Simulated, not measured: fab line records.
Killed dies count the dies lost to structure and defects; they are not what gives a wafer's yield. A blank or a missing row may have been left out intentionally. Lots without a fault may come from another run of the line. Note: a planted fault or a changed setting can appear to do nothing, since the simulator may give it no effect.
fab line records	flow n5-finfet
record lots=24	wafers=72	last-day=21
route steps=1938 shown BEOL_M0_SAQP@638
lots that met no fault: from a run of the same line without faults
start-h: start of the lot's first displayed wafer, in hours after the record's first day	wait-h: hours from the lot's prior step to this one	" the same as in the row above	L1.1+2: several wafers, shown together as one row	- no value, or no start given	* or withheld: withheld	< > ~ a bound
route shown NAME@n: names a module that has steps shown in the file, with the first one's number in the route	usual: average and standard deviation across the fault-free wafers	same: alike in all rows	chamber/n: place in a boat	sites: each site's reading	_std_site: the values' standard deviation	_edge_site: the outer-site mean with the inner-site mean subtracted	radius-mm: for every site, how far away it sits from the centre of the wafer	mask NAME#n: copy n	behind: tool/chamber where the wafer was last shaped	hold: reason for holding the lot/hours on hold/outcome of the hold	device: the transistor (n, p or np) that didn't switch	end of line: the same wafers' tests at the end of the route	for a step that has no rows: nothing shown but its recipe	killed: at the first sort, the dies lost to defects and structure; wafer yield is something else	map: shows each die of a wafer: x if killed, . if not, _ if none is there
set.NAME: the setting as run; set.NAME@STEP: as run at that earlier step	model.NAME: the simulator's own value behind a step, which no gauge read
the route's steps for a sample of lots (tables are steps, rows are wafers)
services: from which hour (start-h, from the record's first day; less than 0 if before it) a tool's chamber was out of use, for how many hours, and why
## steps
# step N5_BEOL_M0_SAQP_PECVD_04
# recipe material=a-Si	target-thk-a=600	temp-c=350	precursor=SiH4/He	pressure-torr=3	rf-w=100	time-s=60.2
# usual heater-power-outer-w=350/57	heater-power-w=614/110	showerhead-plenum-p-Torr=5.67/0.059	throttle-valve-pct=18.2/0.89
lot.wafer	tool	chamber	start-h	wait-h	heater-power-outer-w	heater-power-w	showerhead-plenum-p-Torr	throttle-valve-pct
L074.3	pecvd-04	2	120.77	0.0	441	784	5.69	18.3
L074.4	"	2	"	"	436	805	5.69	18.1
L074.5	"	1	"	"	384	682	5.55	19.1
L076.2	pecvd-01	0	122.60	0.0	331	571	5.66	19.1
L076.5	"	1	"	"	407	683	5.76	17.4
L076.6	"	0	"	"	327	578	5.65	19.4
L077.2	pecvd-01	1	139.25	0.0	320	594	5.76	17.2
L077.3	"	2	"	"	282	504	5.71	16.8
L077.6	"	2	"	"	275	508	5.70	16.9
L078.1	pecvd-04	1	139.27	0.0	380	661	5.57	18.9
L078.4	"	2	"	"	374	693	5.69	18.1
L078.6	"	1	"	"	380	669	5.57	19.2
L075.1	pecvd-03	2	139.28	0.0	412	735	5.78	17.2
L075.4	"	2	"	"	415	723	5.76	16.8
L075.5	"	1	"	"	352	562	5.63	19.4
L079.2	pecvd-04	0	139.96	0.0	427	811	5.60	18.1
L079.3	"	1	"	"	395	699	5.56	19.1
L079.4	"	0	"	"	436	809	5.61	18.0
L080.2	pecvd-01	0	147.66	0.0	360	621	5.66	19.0
L080.4	"	0	"	"	358	606	5.64	19.2
L080.5	"	1	"	"	399	714	5.76	17.3
L081.1	pecvd-03	1	154.48	0.0	299	508	5.64	19.0
L081.2	"	0	"	"	275	480	5.64	18.2
L081.6	"	2	"	"	361	642	5.78	17.0
L082.1	pecvd-03	1	159.24	0.0	302	511	5.65	19.3
L082.3	"	2	"	"	431	694	5.77	17.3
L082.6	"	1	"	"	305	497	5.63	19.3
L083.1	pecvd-01	0	163.53	0.0	326	559	5.64	19.3
L083.2	"	2	"	"	278	489	5.69	17.0
L083.5	"	0	"	"	320	570	5.65	19.0
L084.1	pecvd-01	0	173.87	0.0	346	585	5.65	19.4
L084.3	"	1	"	"	394	692	5.76	17.0
L084.5	"	0	"	"	338	595	5.66	18.8
L085.2	pecvd-01	0	181.28	0.0	329	563	5.66	18.9
L085.3	"	2	"	"	256	467	5.71	17.1
L085.6	"	2	"	"	262	469	5.70	17.0
L086.3	pecvd-01	1	183.49	0.0	338	616	5.75	17.5
L086.5	"	0	"	"	336	596	5.65	19.2
L086.6	"	2	"	"	309	533	5.69	16.7
L087.1	pecvd-03	2	186.80	0.0	370	648	5.78	17.3
L087.2	"	0	"	"	275	475	5.65	18.5
L087.6	"	1	"	"	329	532	5.63	19.1
L088.1	pecvd-01	1	192.02	0.0	369	670	5.76	17.3
L088.5	"	2	"	"	254	463	5.71	17.0
L088.6	"	1	"	"	367	644	5.76	17.2
L089.1	pecvd-04	1	202.06	0.0	396	701	5.59	19.3
L089.2	"	2	"	"	428	763	5.68	18.2
L089.5	"	1	"	"	394	677	5.58	19.1
L090.2	pecvd-03	1	204.18	0.0	289	479	5.64	19.1
L090.3	"	0	"	"	264	468	5.64	18.5
L090.6	"	0	"	"	275	480	5.64	18.4
L091.3	pecvd-03	1	206.85	0.0	340	550	5.64	19.1
L091.4	"	2	"	"	404	687	5.76	17.2
L091.6	"	0	"	"	277	474	5.63	18.7
L092.3	pecvd-04	0	217.00	0.1	459	861	5.62	18.6
L092.5	"	0	"	"	370	714	5.59	18.4
L092.6	"	1	"	"	391	677	5.56	19.0
L093.1	pecvd-03	0	220.36	0.0	293	502	5.66	18.5
L093.3	"	1	"	"	344	538	5.65	19.0
L093.6	"	2	"	"	358	636	5.78	17.3
L094.1	pecvd-01	2	231.83	0.0	271	474	5.71	16.9
L094.3	"	0	"	"	303	549	5.67	19.2
L094.4	"	0	"	"	305	546	5.66	19.2
L095.1	pecvd-01	1	236.78	0.0	348	652	5.76	17.4
L095.3	"	0	"	"	354	609	5.66	19.3
L095.6	"	2	"	"	284	509	5.70	17.1
L096.1	pecvd-04	1	240.47	0.0	390	693	5.57	19.2
L096.5	"	2	"	"	446	768	5.68	17.0
L096.6	"	1	"	"	391	676	5.58	19.2
L097.2	pecvd-03	1	247.36	0.0	327	549	5.65	19.1
L097.3	"	2	"	"	409	698	5.77	17.0
L097.6	"	2	"	"	417	708	5.75	17.3
# step N5_BEOL_M0_SAQP_INSPECT_16
# recipe mode=adi	inspect-instrument=brightfield
# usual raw-defect-count=489/150
lot.wafer	tool	chamber	start-h	wait-h	raw-defect-count
L074.3	defect-inspect-02	-	121.40	0.0	370
L074.4	"	-	"	"	330
L074.5	"	-	"	"	246
L076.2	defect-inspect-02	-	123.24	0.0	325
L076.5	"	-	"	"	398
L076.6	"	-	"	"	324
L077.2	defect-inspect-01	-	139.88	0.0	514
L077.3	"	-	"	"	303
L077.6	"	-	"	"	605
L078.1	defect-inspect-02	-	140.04	0.0	554
L078.4	"	-	"	"	487
L078.6	"	-	"	"	353
L075.1	defect-inspect-02	-	140.20	0.0	475
L075.4	"	-	"	"	536
L075.5	"	-	"	"	534
L079.2	defect-inspect-02	-	140.60	0.0	425
L079.3	"	-	"	"	436
L079.4	"	-	"	"	445
L080.2	defect-inspect-02	-	148.16	0.0	971
L080.4	"	-	"	"	536
L080.5	"	-	"	"	652
L081.1	defect-inspect-02	-	154.99	0.0	398
L081.2	"	-	"	"	428
L081.6	"	-	"	"	313
L082.1	defect-inspect-01	-	159.87	0.0	619
L082.3	"	-	"	"	380
L082.6	"	-	"	"	608
L083.1	defect-inspect-02	-	164.16	0.0	491
L083.2	"	-	"	"	308
L083.5	"	-	"	"	420
L084.1	defect-inspect-01	-	174.37	0.0	339
L084.3	"	-	"	"	359
L084.5	"	-	"	"	558
L085.2	defect-inspect-02	-	181.94	0.0	432
L085.3	"	-	"	"	453
L085.6	"	-	"	"	440
L086.3	defect-inspect-01	-	184.13	0.0	346
L086.5	"	-	"	"	438
L086.6	"	-	"	"	364
L087.1	defect-inspect-02	-	187.44	0.0	363
L087.2	"	-	"	"	431
L087.6	"	-	"	"	302
L088.1	defect-inspect-01	-	192.66	0.0	385
L088.5	"	-	"	"	284
L088.6	"	-	"	"	356
L089.1	defect-inspect-01	-	202.70	0.0	439
L089.2	"	-	"	"	750
L089.5	"	-	"	"	534
L090.2	defect-inspect-01	-	204.72	0.0	530
L090.3	"	-	"	"	625
L090.6	"	-	"	"	579
L091.3	defect-inspect-02	-	207.36	0.0	421
L091.4	"	-	"	"	394
L091.6	"	-	"	"	412
L092.3	defect-inspect-01	-	217.63	0.0	443
L092.5	"	-	"	"	314
L092.6	"	-	"	"	391
L093.1	defect-inspect-01	-	220.87	0.0	672
L093.3	"	-	"	"	452
L093.6	"	-	"	"	512
L094.1	defect-inspect-01	-	232.46	0.0	385
L094.3	"	-	"	"	304
L094.4	"	-	"	"	511
L095.1	defect-inspect-01	-	237.41	0.0	883
L095.3	"	-	"	"	321
L095.6	"	-	"	"	826
L096.1	defect-inspect-01	-	241.00	0.0	983
L096.5	"	-	"	"	524
L096.6	"	-	"	"	1071
L097.2	defect-inspect-01	-	248.00	0.0	765
L097.3	"	-	"	"	746
L097.6	"	-	"	"	676
# step N5_BEOL_M0_SAQP_DESCUM_19
# recipe chemistry=O2	time-s=7.9	source-power-w=50	bias-power-w=20	pressure-mtorr=20	rf-frequency-hz=2.712e+07	temp-c=40	resist=CAR-ArF	o2-flow-sccm=225
# usual drypump-motor-current-A=5.6/0.31	oes-product-au=0.78/0.09	rf-vpp-V=243.0/1.6	showerhead-plenum-p-Torr=2.08/0.086	throttle-valve-pct=20.4/0.37
lot.wafer	tool	chamber	start-h	wait-h	drypump-motor-current-A	oes-product-au	rf-hours-counter-h	rf-vpp-V	showerhead-plenum-p-Torr	throttle-valve-pct
L074.3	rie-diel-06	1	121.44	0.0	5.7	0.80	112	240.8	2.03	20.9
L074.4	"	2	"	"	5.8	0.74	146	244.0	2.16	19.8
L074.5	"	3	"	"	5.4	0.68	-	240.6	1.95	20.7
L076.2	rie-diel-06	0	123.27	0.0	5.7	0.70	243	242.1	2.08	20.5
L076.5	"	0	"	"	5.7	0.69	-	242.1	2.08	20.5
L076.6	"	3	"	"	5.4	0.68	-	240.1	1.95	20.7
L077.2	rie-diel-02	0	139.96	0.1	5.8	0.85	54	243.2	2.02	20.3
L077.3	"	2	"	"	5.9	0.72	170	241.4	2.00	20.6
L077.6	"	1	"	"	4.8	0.78	-	244.2	2.13	20.9
L078.1	rie-diel-06	3	140.07	0.0	5.3	0.67	239	241.3	1.95	20.7
L078.4	"	2	"	"	5.8	0.73	150	245.4	2.16	19.9
L078.6	"	3	"	"	5.4	0.67	-	241.5	1.95	20.7
L075.1	rie-diel-03	2	140.24	0.0	6.0	0.73	173	240.7	2.00	20.1
L075.4	"	0	"	"	5.2	0.68	228	242.6	2.05	20.7
L075.5	"	3	"	"	6.5	0.76	-	242.5	2.12	20.3
L079.2	rie-diel-06	2	140.65	0.1	5.8	0.74	151	243.7	2.16	19.8
L079.3	"	0	"	"	5.7	0.69	246	242.8	2.08	20.5
L079.4	"	1	"	"	5.6	0.80	115	241.5	2.03	20.9
L080.2	rie-diel-02	0	148.47	0.3	5.8	0.85	57	242.2	2.02	20.3
L080.4	"	3	"	"	5.4	0.88	23	246.4	2.24	20.1
L080.5	"	2	"	"	5.8	0.71	-	241.4	2.00	20.6
L081.1	rie-diel-06	1	155.02	0.0	5.6	0.79	121	243.1	2.03	20.9
L081.2	"	2	"	"	5.8	0.73	156	245.6	2.15	19.8
L081.6	"	3	"	"	5.4	0.67	-	242.2	1.95	20.7
L082.1	rie-diel-06	1	160.36	0.5	5.6	0.78	123	241.5	2.03	20.9
L082.3	"	2	"	"	5.8	0.73	159	245.4	2.15	19.9
L082.6	"	2	"	"	5.8	0.73	-	244.8	2.15	19.9
L083.1	rie-diel-03	2	164.20	0.0	6.0	0.72	181	242.0	1.99	20.1
L083.2	"	1	"	"	5.9	0.73	208	243.9	2.15	20.4
L083.5	"	2	"	"	6.0	0.72	-	240.7	1.99	20.1
L084.1	rie-diel-02	0	174.41	0.0	5.8	0.84	65	244.0	2.02	20.3
L084.3	"	2	"	"	5.9	0.71	182	240.8	1.99	20.7
L084.5	"	2	"	"	5.8	0.70	-	242.4	1.99	20.6
L085.2	rie-diel-02	0	181.98	0.0	5.8	0.84	67	242.1	2.02	20.3
L085.3	"	1	"	"	4.8	0.77	152	242.6	2.12	20.9
L085.6	"	2	"	"	5.8	0.71	-	241.4	1.99	20.7
L086.3	rie-diel-02	1	184.16	0.0	4.8	0.76	153	243.7	2.12	20.9
L086.5	"	0	"	"	5.8	0.83	-	240.4	2.02	20.3
L086.6	"	3	"	"	5.4	0.85	-	244.4	2.23	20.1
L087.1	rie-diel-02	3	187.47	0.0	5.4	0.86	37	244.6	2.23	20.1
L087.2	"	2	"	"	5.8	0.69	187	243.1	1.99	20.7
L087.6	"	2	"	"	5.9	0.70	-	242.0	1.99	20.6
L088.1	rie-diel-06	2	192.84	0.2	5.8	0.72	173	244.9	2.15	19.9
L088.5	"	0	"	"	5.7	0.98	-	243.0	2.07	20.1
L088.6	"	1	"	"	5.6	0.78	-	242.4	2.02	21.0
L089.1	rie-diel-06	0	203.10	0.4	5.7	0.96	13	242.8	2.07	20.1
L089.2	"	1	"	"	5.6	0.77	143	242.3	2.02	21.0
L089.5	"	1	"	"	5.6	0.78	-	242.1	2.02	21.0
L090.2	rie-diel-06	1	204.78	0.1	5.6	0.77	143	243.6	2.02	21.0
L090.3	"	0	"	"	5.8	0.96	13	240.5	2.07	20.1
L090.6	"	0	"	"	5.7	0.96	-	241.7	2.07	20.1
L091.3	rie-diel-06	2	207.39	0.0	5.8	0.70	180	244.1	2.15	19.9
L091.4	"	3	"	"	5.4	0.97	1	245.2	2.21	20.4
L091.6	"	3	"	"	5.4	0.97	-	244.2	2.21	20.4
L092.3	rie-diel-02	0	217.66	0.0	5.8	0.82	82	241.4	2.02	20.3
L092.5	"	2	"	"	5.8	0.69	-	240.7	1.99	20.7
L092.6	"	3	"	"	5.4	0.84	-	244.4	2.23	20.1
L093.1	rie-diel-06	1	220.90	0.0	5.6	0.77	149	242.0	2.02	21.0
L093.3	"	0	"	"	5.7	0.96	19	243.7	2.07	20.1
L093.6	"	1	"	"	5.7	0.77	-	242.3	2.02	21.0
L094.1	rie-diel-02	3	232.49	0.0	5.4	0.83	53	244.5	2.23	20.1
L094.3	"	2	"	"	5.8	0.69	203	242.4	1.99	20.7
L094.4	"	3	"	"	5.4	0.82	-	245.5	2.23	20.1
L095.1	rie-diel-06	1	237.45	0.0	5.6	0.77	153	242.0	2.02	21.0
L095.3	"	0	"	"	5.7	0.94	23	242.8	2.07	20.1
L095.6	"	2	"	"	5.8	0.71	-	245.2	2.14	19.9
L096.1	rie-diel-03	2	241.05	0.0	6.0	0.70	210	243.9	1.98	20.1
L096.5	"	0	"	"	5.2	0.93	-	242.8	2.04	20.3
L096.6	"	1	"	"	5.9	0.71	-	244.5	2.14	20.4
L097.2	rie-diel-06	2	248.03	0.0	5.8	0.71	192	243.2	2.14	19.9
L097.3	"	0	"	"	5.7	0.93	27	243.0	2.06	20.1
L097.6	"	3	"	"	5.4	0.92	-	246.1	2.20	20.4
# step N5_BEOL_M0_SAQP_HM_OPEN_112
# recipe chemistry=CHF3/O2	target=SiO2	stop-on=a-Si	target-depth-a=120	over-etch-frac=1.25	mask-material=SOC	time-s=13.5	pressure-mtorr=30	source-w=650	bias-w=170	Ar_flow_sccm=200	CHF3_flow_sccm=50	O2_flow_sccm=5	ion-energy-ev=200	ends=end-point
# usual drypump-motor-current-A=5.6/0.31	oes-product-au=0.51/0.055	rf-vpp-V=527/12	showerhead-plenum-p-Torr=2.41/0.092	throttle-valve-pct=18.9/0.38
lot.wafer	tool	chamber	start-h	wait-h	drypump-motor-current-A	oes-product-au	rf-hours-counter-h	rf-vpp-V	showerhead-plenum-p-Torr	throttle-valve-pct
L074.3	rie-diel-06	1	121.63	0.0	5.6	0.51	112	520	2.36	19.4
L074.4	"	2	"	"	5.8	0.49	146	521	2.52	18.5
L074.5	"	3	"	"	5.4	0.45	-	537	2.29	19.4
L076.2	rie-diel-06	0	123.46	0.0	5.7	0.45	243	537	2.38	18.8
L076.5	"	0	"	"	5.7	0.45	-	536	2.38	18.8
L076.6	"	3	"	"	5.4	0.45	-	536	2.29	19.4
L077.2	rie-diel-02	0	140.16	0.0	5.8	0.56	54	518	2.38	19.0
L077.3	"	2	"	"	5.9	0.48	170	543	2.32	19.2
L077.6	"	1	"	"	4.8	0.51	-	513	2.45	19.2
L078.1	rie-diel-06	3	140.27	0.0	5.3	0.45	239	538	2.29	19.4
L078.4	"	2	"	"	5.8	0.49	150	521	2.52	18.5
L078.6	"	3	"	"	5.4	0.45	-	537	2.29	19.4
L075.1	rie-diel-03	2	140.43	0.0	6.0	0.47	173	522	2.29	18.4
L075.4	"	0	"	"	5.2	0.45	228	488	2.38	19.2
L075.5	"	3	"	"	6.4	0.51	-	530	2.45	18.9
L079.2	rie-diel-06	2	140.84	0.0	5.8	0.49	151	520	2.52	18.5
L079.3	"	0	"	"	5.7	0.45	247	536	2.38	18.8
L079.4	"	1	"	"	5.6	0.53	115	522	2.36	19.4
L080.2	rie-diel-02	0	148.67	0.0	5.8	0.55	57	518	2.38	19.0
L080.4	"	3	"	"	5.4	0.58	23	524	2.56	18.4
L080.5	"	2	"	"	5.9	0.47	-	544	2.32	19.2
L081.1	rie-diel-06	1	155.22	0.0	5.7	0.51	121	521	2.36	19.4
L081.2	"	2	"	"	5.8	0.49	157	520	2.52	18.5
L081.6	"	3	"	"	5.4	0.45	-	537	2.29	19.4
L082.1	rie-diel-06	1	160.56	0.0	5.7	0.52	123	520	2.36	19.4
L082.3	"	2	"	"	5.8	0.49	159	521	2.52	18.5
L082.6	"	2	"	"	5.8	0.49	-	521	2.52	18.5
L083.1	rie-diel-03	2	164.39	0.0	6.0	0.47	181	523	2.29	18.4
L083.2	"	1	"	"	5.9	0.46	208	531	2.49	18.8
L083.5	"	2	"	"	6.0	0.46	-	523	2.29	18.4
L084.1	rie-diel-02	0	174.60	0.0	5.8	0.54	65	519	2.38	19.0
L084.3	"	2	"	"	5.8	0.46	182	545	2.31	19.2
L084.5	"	2	"	"	5.8	0.46	-	543	2.31	19.2
L085.2	rie-diel-02	0	182.17	0.0	5.8	0.54	67	517	2.38	19.0
L085.3	"	1	"	"	4.8	0.50	153	512	2.44	19.2
L085.6	"	2	"	"	5.8	0.48	-	543	2.31	19.2
L086.3	rie-diel-02	1	184.35	0.0	4.8	0.50	153	513	2.44	19.2
L086.5	"	0	"	"	5.8	0.55	-	517	2.38	19.0
L086.6	"	3	"	"	5.4	0.56	-	525	2.55	18.4
L087.1	rie-diel-02	3	187.66	0.0	5.4	0.56	37	526	2.55	18.4
L087.2	"	2	"	"	5.8	0.47	188	543	2.31	19.2
L087.6	"	2	"	"	5.8	0.47	-	543	2.31	19.2
L088.1	rie-diel-06	2	193.03	0.0	5.8	0.48	173	520	2.51	18.5
L088.5	"	0	"	"	5.7	0.63	-	538	2.38	18.4
L088.6	"	1	"	"	5.6	0.50	-	521	2.35	19.4
L089.1	rie-diel-06	0	203.29	0.0	5.7	0.62	13	537	2.37	18.4
L089.2	"	1	"	"	5.7	0.49	143	521	2.35	19.4
L089.5	"	1	"	"	5.6	0.50	-	522	2.35	19.4
L090.2	rie-diel-06	1	204.98	0.0	5.6	0.50	143	521	2.35	19.4
L090.3	"	0	"	"	5.7	0.62	14	538	2.37	18.4
L090.6	"	0	"	"	5.7	0.62	-	538	2.37	18.4
L091.3	rie-diel-06	2	207.59	0.0	5.8	0.48	180	521	2.51	18.6
L091.4	"	3	"	"	5.3	0.65	1	547	2.58	19.0
L091.6	"	3	"	"	5.3	0.65	-	547	2.58	19.0
L092.3	rie-diel-02	0	217.86	0.0	5.8	0.52	82	517	2.37	19.0
L092.5	"	2	"	"	5.8	0.46	-	544	2.31	19.2
L092.6	"	3	"	"	5.4	0.56	-	525	2.54	18.5
L093.1	rie-diel-06	1	221.09	0.0	5.6	0.49	149	520	2.35	19.4
L093.3	"	0	"	"	5.7	0.60	19	538	2.37	18.4
L093.6	"	1	"	"	5.6	0.50	-	521	2.35	19.4
L094.1	rie-diel-02	3	232.68	0.0	5.4	0.55	53	525	2.54	18.5
L094.3	"	2	"	"	5.9	0.45	203	542	2.31	19.2
L094.4	"	3	"	"	5.4	0.54	-	525	2.54	18.5
L095.1	rie-diel-06	1	237.64	0.0	5.6	0.50	154	522	2.34	19.5
L095.3	"	0	"	"	5.7	0.60	24	536	2.37	18.4
L095.6	"	2	"	"	5.8	0.47	-	520	2.51	18.5
L096.1	rie-diel-03	2	241.24	0.0	6.0	0.45	210	522	2.28	18.5
L096.5	"	0	"	"	5.2	0.58	-	488	2.36	18.8
L096.6	"	1	"	"	5.9	0.46	-	531	2.48	18.9
L097.2	rie-diel-06	2	248.22	0.0	5.8	0.47	192	521	2.50	18.5
L097.3	"	0	"	"	5.7	0.60	27	536	2.37	18.4
L097.6	"	3	"	"	5.4	0.61	-	544	2.57	19.0
# step N5_BEOL_M0_SAQP_MANDREL1_REMOVE_100
# recipe chemistry=HBr/Cl2/O2	bt-time-s=10	target=a-Si	stop-on=SiNx	endpoint=OES-SiCl	over-etch-frac=0.85	icp-w=600	bias-w=30	HBr_flow_sccm=150	Cl2_flow_sccm=80	O2_flow_sccm=5	pressure-mtorr=10
# usual drypump-motor-current-A=5.8/0.41	oes-product-au=1.000/0.016	throttle-valve-pct=36.5/0.52
lot.wafer	tool	chamber	start-h	wait-h	drypump-motor-current-A	oes-product-au	rf-hours-counter-h	throttle-valve-pct
L074.3	rie-si-05	0	122.89	0.1	6.3	1.003	74	36.7
L074.4	"	3	"	"	5.6	1.038	176	36.5
L074.5	"	2	"	"	5.1	0.989	-	37.5
L076.2	rie-si-04	0	124.72	0.1	6.2	1.003	6	36.4
L076.5	"	3	"	"	6.2	1.006	-	36.0
L076.6	"	0	"	"	6.1	1.014	-	36.4
L077.2	rie-si-05	2	141.42	0.1	5.1	0.984	132	37.5
L077.3	"	0	"	"	6.3	1.002	75	36.7
L077.6	"	1	"	"	5.8	1.000	-	36.2
L078.1	rie-si-04	2	142.20	0.1	5.9	1.026	18	37.3
L078.4	"	0	"	"	6.2	1.025	7	36.4
L078.6	"	2	"	"	5.9	1.018	-	37.3
L075.1	rie-si-05	2	142.28	0.1	5.1	0.986	132	37.5
L075.4	"	3	"	"	5.6	1.019	177	36.5
L075.5	"	1	"	"	5.8	1.002	-	36.1
L079.2	rie-si-05	2	142.68	0.1	5.1	0.985	132	37.5
L079.3	"	3	"	"	5.6	1.029	177	36.5
L079.4	"	0	"	"	6.3	1.001	75	36.7
L080.2	rie-si-04	1	149.95	0.1	5.0	0.986	108	35.8
L080.4	"	2	"	"	5.9	1.026	18	37.3
L080.5	"	3	"	"	6.2	1.005	-	36.0
L081.1	rie-si-06	2	156.57	0.1	6.1	0.976	8	36.1
L081.2	"	1	"	"	6.0	0.990	5	36.2
L081.6	"	0	"	"	6.0	0.999	-	36.4
L082.1	rie-si-05	2	162.01	0.1	5.1	0.968	133	37.5
L082.3	"	3	"	"	5.6	1.021	177	36.4
L082.6	"	2	"	"	5.1	0.990	-	37.5
L083.1	rie-si-05	3	167.32	0.1	5.6	1.017	177	36.5
L083.2	"	2	"	"	5.1	0.986	133	37.5
L083.5	"	3	"	"	5.6	1.020	-	36.5
L084.1	rie-si-06	2	176.07	0.1	6.1	0.968	8	36.1
L084.3	"	3	"	"	5.7	0.990	187	36.6
L084.5	"	2	"	"	6.1	0.961	-	36.1
L085.2	rie-si-04	2	183.70	0.1	5.9	1.026	19	37.3
L085.3	"	1	"	"	5.0	0.996	108	35.8
L085.6	"	2	"	"	5.9	1.021	-	37.3
L086.3	rie-si-05	1	185.80	0.1	5.8	1.001	15	36.2
L086.5	"	3	"	"	5.6	1.020	-	36.5
L086.6	"	2	"	"	5.1	0.983	-	37.5
L087.1	rie-si-05	2	188.96	0.1	5.1	0.994	133	37.5
L087.2	"	3	"	"	5.6	1.016	177	36.5
L087.6	"	1	"	"	5.8	1.005	-	36.1
L088.1	rie-si-05	2	195.42	0.1	5.1	1.006	133	37.5
L088.5	"	3	"	"	5.6	1.027	-	36.5
L088.6	"	2	"	"	5.1	0.995	-	37.5
L089.1	rie-si-06	3	204.55	0.1	5.7	0.991	187	36.6
L089.2	"	2	"	"	6.2	0.973	9	36.1
L089.5	"	0	"	"	6.1	1.013	-	36.4
L090.2	rie-si-06	0	206.76	0.1	6.0	1.000	179	36.4
L090.3	"	3	"	"	5.7	0.986	187	36.6
L090.6	"	2	"	"	6.1	0.973	-	36.1
L091.3	rie-si-04	1	209.06	0.1	5.0	1.006	109	35.8
L091.4	"	3	"	"	6.2	1.020	100	36.0
L091.6	"	2	"	"	5.9	1.019	-	37.3
L092.3	rie-si-06	2	219.18	0.1	6.1	0.978	9	36.1
L092.5	"	1	"	"	6.0	0.984	-	36.2
L092.6	"	2	"	"	6.1	0.978	-	36.1
L093.1	rie-si-05	0	223.20	0.1	6.3	1.003	76	36.7
L093.3	"	1	"	"	5.7	0.998	15	36.1
L093.6	"	1	"	"	5.7	1.012	-	36.1
L094.1	rie-si-05	2	234.21	0.1	5.1	0.995	134	37.5
L094.3	"	1	"	"	5.7	1.000	15	36.2
L094.4	"	0	"	"	6.3	1.000	76	36.7
L095.1	rie-si-04	1	238.91	0.1	5.0	0.991	109	35.8
L095.3	"	3	"	"	6.2	1.014	100	36.0
L095.6	"	0	"	"	6.1	1.009	-	36.4
L096.1	rie-si-06	1	242.50	0.1	6.0	0.989	7	36.2
L096.5	"	2	"	"	6.1	0.962	-	36.1
L096.6	"	0	"	"	6.1	0.988	-	36.4
L097.2	rie-si-04	2	249.58	0.1	5.9	1.018	20	37.3
L097.3	"	3	"	"	6.2	1.002	101	36.0
L097.6	"	2	"	"	5.9	1.022	-	37.3
# step N5_BEOL_M0_SAQP_CD_MEAS_25
# recipe target-cd-nm=13.1	landing-energy-ev=1000	detector=se-inlens
# usual cd-nm=12.82/0.21
lot.wafer	tool	chamber	start-h	wait-h	cd-nm
L074.3	cd-sem-01	0	123.00	0.1	12.79
L074.4	"	0	"	"	12.72
L074.5	"	0	"	"	12.57
L076.2	cd-sem-02	0	124.83	0.1	12.94
L076.5	"	0	"	"	12.63
L076.6	"	0	"	"	12.46
L077.2	cd-sem-02	0	141.53	0.1	13.03
L077.3	"	0	"	"	12.85
L077.6	"	0	"	"	13.13
L078.1	cd-sem-02	0	142.32	0.1	12.80
L078.4	"	0	"	"	12.93
L078.6	"	0	"	"	12.96
L075.1	cd-sem-02	0	142.39	0.1	13.00
L075.4	"	0	"	"	13.12
L075.5	"	0	"	"	12.88
L079.2	cd-sem-01	0	142.80	0.1	12.77
L079.3	"	0	"	"	12.86
L079.4	"	0	"	"	12.69
L080.2	cd-sem-02	0	150.06	0.1	12.53
L080.4	"	0	"	"	13.19
L080.5	"	0	"	"	12.42
L081.1	cd-sem-03	0	156.68	0.1	12.91
L081.2	"	0	"	"	12.76
L081.6	"	0	"	"	12.56
L082.1	cd-sem-02	0	162.12	0.1	12.64
L082.3	"	0	"	"	13.07
L082.6	"	0	"	"	12.85
L083.1	cd-sem-01	0	167.43	0.1	12.79
L083.2	"	0	"	"	13.20
L083.5	"	0	"	"	13.03
L084.1	cd-sem-03	0	176.18	0.1	13.02
L084.3	"	0	"	"	12.76
L084.5	"	0	"	"	12.81
L085.2	cd-sem-01	0	183.81	0.1	12.69
L085.3	"	0	"	"	12.72
L085.6	"	0	"	"	13.28
L086.3	cd-sem-02	0	185.91	0.1	12.55
L086.5	"	0	"	"	12.67
L086.6	"	0	"	"	12.96
L087.1	cd-sem-01	0	189.07	0.1	13.02
L087.2	"	0	"	"	12.89
L087.6	"	0	"	"	12.97
L088.1	cd-sem-02	0	195.53	0.1	12.91
L088.5	"	0	"	"	12.92
L088.6	"	0	"	"	12.81
L089.1	cd-sem-02	0	204.66	0.1	12.93
L089.2	"	0	"	"	12.88
L089.5	"	0	"	"	13.01
L090.2	cd-sem-03	0	206.87	0.1	12.55
L090.3	"	0	"	"	12.73
L090.6	"	0	"	"	12.53
L091.3	cd-sem-01	0	209.17	0.1	12.24
L091.4	"	0	"	"	12.69
L091.6	"	0	"	"	12.76
L092.3	cd-sem-02	0	219.29	0.1	12.74
L092.5	"	0	"	"	12.89
L092.6	"	0	"	"	12.72
L093.1	cd-sem-01	0	223.31	0.1	12.82
L093.3	"	0	"	"	12.78
L093.6	"	0	"	"	12.56
L094.1	cd-sem-01	0	234.32	0.1	12.66
L094.3	"	0	"	"	13.00
L094.4	"	0	"	"	13.20
L095.1	cd-sem-02	0	239.02	0.1	12.71
L095.3	"	0	"	"	12.81
L095.6	"	0	"	"	12.75
L096.1	cd-sem-03	0	242.61	0.1	12.75
L096.5	"	0	"	"	12.56
L096.6	"	0	"	"	12.78
L097.2	cd-sem-01	0	249.69	0.1	12.97
L097.3	"	0	"	"	12.67
L097.6	"	0	"	"	12.72
## services
tool	chamber	start-h	hours	kind
rie-si-04	2	100.54	8.3	repair
pecvd-03	1	109.81	2.1	scheduled-down
pecvd-01	2	115.24	2.1	scheduled-down
rie-diel-03	2	118.77	6.3	repair
rie-diel-06	0	152.53	-	clean
rie-diel-06	0	152.53	-	consumable-replace:focus-ring
rie-diel-06	0	152.53	21.1	scheduled-down
rie-diel-06	0	152.53	21.1	vent-cycle
pecvd-03	1	159.56	3.4	repair
rie-diel-06	3	179.10	4.1	repair
rie-diel-06	3	183.24	-	clean
rie-diel-06	3	183.24	-	consumable-replace:focus-ring
rie-diel-06	3	183.24	-	consumable-replace:showerhead
rie-diel-06	3	183.24	21.2	scheduled-down
rie-diel-06	3	183.24	21.2	vent-cycle
rie-si-06	-	189.29	0.8	repair
pecvd-03	2	200.08	5.5	scheduled-down
rie-si-04	2	204.80	2.3	repair
pecvd-04	-	204.95	2.6	repair
pecvd-03	0	210.57	2.1	scheduled-down
pecvd-01	-	212.39	6.0	pm
rie-si-04	-	234.20	0.1	repair
rie-si-05	2	239.44	2.9	repair
pecvd-01	1	239.56	2.1	scheduled-down
## key
fault none
